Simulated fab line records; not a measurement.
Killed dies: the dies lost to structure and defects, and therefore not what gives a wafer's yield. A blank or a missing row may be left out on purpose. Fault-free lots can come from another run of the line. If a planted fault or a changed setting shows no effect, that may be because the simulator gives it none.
Which tool is to blame? / flow n5-finfet / Sampling: 11 lots, 31 wafers, 3 of 1938 route steps

== WHAT THE GAUGES SHOWED, per wafer ==
N5_BEOL_M8_CD_MEAS_28: the cd target is 40 nm.
lot=L810; measured=day 9 14:58; on=cd-sem-02; cd-nm (nm)=39.80 39.84 40.10
lot=L812; measured=day 9 19:59; on=cd-sem-01; cd-nm (nm)=39.71 40.16 40.23
lot=L811; measured=day 9 19:56; on=cd-sem-03; cd-nm (nm)=40.15 40.14 39.94
lot=L820; measured=day 11 15:11; on=cd-sem-02; cd-nm (nm)=39.60 40.02
lot=L824; measured=day 13 04:12; on=cd-sem-03; cd-nm (nm)=40.00 40.29 40.24
lot=L823; measured=day 13 09:20; on=cd-sem-02; cd-nm (nm)=39.70 40.12 40.04
lot=L826; measured=day 13 13:23; on=cd-sem-02; cd-nm (nm)=39.90 39.87
lot=L825; measured=day 14 05:35; on=cd-sem-03; cd-nm (nm)=39.85 40.17 39.92
lot=L827; measured=day 14 20:28; on=cd-sem-03; cd-nm (nm)=39.91 40.01 39.65
lot=L831; measured=day 15 14:52; on=cd-sem-01; cd-nm (nm)=39.83 40.01 40.12
lot=L830; measured=day 17 07:31; on=cd-sem-03; cd-nm (nm)=40.05 40.06 40.21

== EACH LOT AND THE TOOL THAT RAN IT (in order: tool; ch and the chambers of the sampled wafers; start) ==
lot=L810; N5_BEOL_M8_ILD_DEP_00=pecvd-04 ch 0,1, day 9 10:05; N5_BEOL_M8_HM_DEP_02=pvd-sputter-02, day 9 12:37
lot=L812; N5_BEOL_M8_ILD_DEP_00=pecvd-04 ch 0,2, day 9 14:49; N5_BEOL_M8_HM_DEP_02=pvd-sputter-03, day 9 17:14
lot=L811; N5_BEOL_M8_ILD_DEP_00=pecvd-01 ch 0,1, day 9 15:05; N5_BEOL_M8_HM_DEP_02=pvd-sputter-03, day 9 17:31
lot=L820; N5_BEOL_M8_ILD_DEP_00=pecvd-01 ch 1, day 11 06:03; N5_BEOL_M8_HM_DEP_02=pvd-sputter-01, day 11 08:44
lot=L824; N5_BEOL_M8_ILD_DEP_00=pecvd-01 ch 0,1,2, day 12 18:47; N5_BEOL_M8_HM_DEP_02=pvd-sputter-01, day 12 20:57
lot=L823; N5_BEOL_M8_ILD_DEP_00=pecvd-04 ch 0,1,2, day 13 07:05; N5_BEOL_M8_HM_DEP_02=pvd-sputter-01, day 13 07:46
lot=L826; N5_BEOL_M8_ILD_DEP_00=pecvd-04 ch 2, day 13 09:07; N5_BEOL_M8_HM_DEP_02=pvd-sputter-01, day 13 09:48
lot=L825; N5_BEOL_M8_ILD_DEP_00=pecvd-01 ch 0,1, day 14 02:42; N5_BEOL_M8_HM_DEP_02=pvd-sputter-03, day 14 03:58
lot=L827; N5_BEOL_M8_ILD_DEP_00=pecvd-01 ch 1,2, day 14 14:23; N5_BEOL_M8_HM_DEP_02=pvd-sputter-03, day 14 18:02
lot=L831; N5_BEOL_M8_ILD_DEP_00=pecvd-02 ch 1,2, day 15 10:11; N5_BEOL_M8_HM_DEP_02=pvd-sputter-01, day 15 13:03
lot=L830; N5_BEOL_M8_ILD_DEP_00=pecvd-04 ch 2, day 17 00:52; N5_BEOL_M8_HM_DEP_02=pvd-sputter-01, day 17 04:17
- N5_BEOL_M8_ILD_DEP_00: deposits SiCOH lowk from DEMS/porogen, target thk 179.75 nm, time 33.4 s.
- N5_BEOL_M8_HM_DEP_02: deposits TiN, target thk 20 nm.

== WHAT THE TOOLS THEMSELVES READ (means of the sampled wafers that have a number; where no wafer has one, the mark that the record gives instead) ==
N5_BEOL_M8_ILD_DEP_00.
lot=L810; tool=pecvd-04; heater-power-w (W)=334; showerhead-plenum-p-Torr (Torr)=5.727; throttle-valve-pct (%)=15.3
lot=L812; tool=pecvd-04; heater-power-w (W)=326; showerhead-plenum-p-Torr (Torr)=5.737; throttle-valve-pct (%)=14.4
lot=L811; tool=pecvd-01; heater-power-w (W)=337; showerhead-plenum-p-Torr (Torr)=5.746; throttle-valve-pct (%)=13.6
lot=L820; tool=pecvd-01; heater-power-w (W)=297; showerhead-plenum-p-Torr (Torr)=5.769; throttle-valve-pct (%)=13.6
lot=L824; tool=pecvd-01; heater-power-w (W)=345; showerhead-plenum-p-Torr (Torr)=5.750; throttle-valve-pct (%)=13.4
lot=L823; tool=pecvd-04; heater-power-w (W)=320; showerhead-plenum-p-Torr (Torr)=5.731; throttle-valve-pct (%)=14.5
lot=L826; tool=pecvd-04; heater-power-w (W)=282; showerhead-plenum-p-Torr (Torr)=5.748; throttle-valve-pct (%)=13.8
lot=L825; tool=pecvd-01; heater-power-w (W)=294; showerhead-plenum-p-Torr (Torr)=5.754; throttle-valve-pct (%)=13.5
lot=L827; tool=pecvd-01; heater-power-w (W)=330; showerhead-plenum-p-Torr (Torr)=5.750; throttle-valve-pct (%)=13.2
lot=L831; tool=pecvd-02; heater-power-w (W)=336; showerhead-plenum-p-Torr (Torr)=5.741; throttle-valve-pct (%)=13.2
lot=L830; tool=pecvd-04; heater-power-w (W)=293; showerhead-plenum-p-Torr (Torr)=5.751; throttle-valve-pct (%)=14.1

N5_BEOL_M8_HM_DEP_02.
lot=L810; tool=pvd-sputter-02; throttle-valve-pct (%)=30.1
lot=L812; tool=pvd-sputter-03; throttle-valve-pct (%)=28.8
lot=L811; tool=pvd-sputter-03; throttle-valve-pct (%)=28.5
lot=L820; tool=pvd-sputter-01; throttle-valve-pct (%)=30.9
lot=L824; tool=pvd-sputter-01; throttle-valve-pct (%)=31.2
lot=L823; tool=pvd-sputter-01; throttle-valve-pct (%)=31.5
lot=L826; tool=pvd-sputter-01; throttle-valve-pct (%)=31.1
lot=L825; tool=pvd-sputter-03; throttle-valve-pct (%)=28.9
lot=L827; tool=pvd-sputter-03; throttle-valve-pct (%)=29.7
lot=L831; tool=pvd-sputter-01; throttle-valve-pct (%)=31.9
lot=L830; tool=pvd-sputter-01; throttle-valve-pct (%)=31.2

== THE ANSWER, worked out from the rows above alone ==
Rule: usual is defined by the lots themselves. Put in order of their means at a reading, lots are off if they are a third of the lots or fewer, leave a main group of 4 or more, and stand apart from it by a gap of 3 or more times the standard deviation of the main group's means; of several such gaps the widest counts. The tables above print the reading to a certain number of digits; a main group whose means all agree to those digits is not used. A lot without any number at a reading at which 4 lots or more have one is off too. All remaining lots with rows at the step are treated as sound. The gauges are gone through in route order, then the tools' own readings, and for those a lot's mean is taken as printed above. At the first step where some lot is off, the reading lying furthest off is the one used; lots without a number count as furthest.
No lot is off on any of the readings shown, so nothing can be concluded from this.

== WHAT THE SIMULATOR HAD PUT IN ==
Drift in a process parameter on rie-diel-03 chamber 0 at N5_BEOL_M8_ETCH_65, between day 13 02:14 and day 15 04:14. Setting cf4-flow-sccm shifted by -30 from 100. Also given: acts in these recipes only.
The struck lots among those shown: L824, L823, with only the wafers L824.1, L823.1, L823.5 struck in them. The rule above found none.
